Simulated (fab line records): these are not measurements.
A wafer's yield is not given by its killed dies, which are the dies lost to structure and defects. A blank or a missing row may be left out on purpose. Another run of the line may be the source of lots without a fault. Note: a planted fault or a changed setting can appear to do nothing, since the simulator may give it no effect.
Matching of chambers	flow nandHarc	NHARC_P_BONDPAD_STRIP_15 on rieDiel-03: 4 sister chambers
The step strips in O2. 8 wafers are shown with their chamber, then 7 later ones without.

WAFERS WITH THEIR CHAMBER
wafer	chamber	showerheadPlenumPTorr (Torr)	drypumpMotorCurrentA (A)
L867.6	0	3.65	4.9
L875.3	3	3.31	5.6
L875.6	2	3.30	5.8
L886.1	1	3.54	4.6
L886.2	2	3.30	5.8
L886.4	3	3.30	5.6
L888.1	0	3.64	4.9
L888.5	1	3.54	4.7

WAFERS WITHOUT THEIR CHAMBER
wafer	showerheadPlenumPTorr (Torr)	drypumpMotorCurrentA (A)
L888.6	3.30	5.8
L885.1	3.54	4.7
L885.5	3.64	4.8
L885.6	3.54	4.7
L889.3	3.54	4.6
L889.4	3.30	5.6
L889.6	3.54	4.7

EACH ONE'S CHAMBER
wafer	from the rows above	in truth
L888.6	2	2
L885.1	1	1
L885.5	0	0
L885.6	1	1
L889.3	1	1
L889.4	3	3
L889.6	1	1
Placed correctly: 7 of 7. From these rows, 0 cannot be placed. Placed wrongly: 0.
How it was worked out, from the rows above alone: a wafer's distance from a chamber is the root of the sum, over the readings, of the square of ((its reading less the chamber's mean) divided by the reading's scatter). The wafer belongs to the nearest chamber; if the next one is less than 2 further off, it can't be placed. Each chamber's mean is taken over the wafers shown for it. The scatter is the square root of a quotient: the sum, over the shown wafers, of each reading's squared deviation from its chamber's mean, divided by wafers minus chambers.
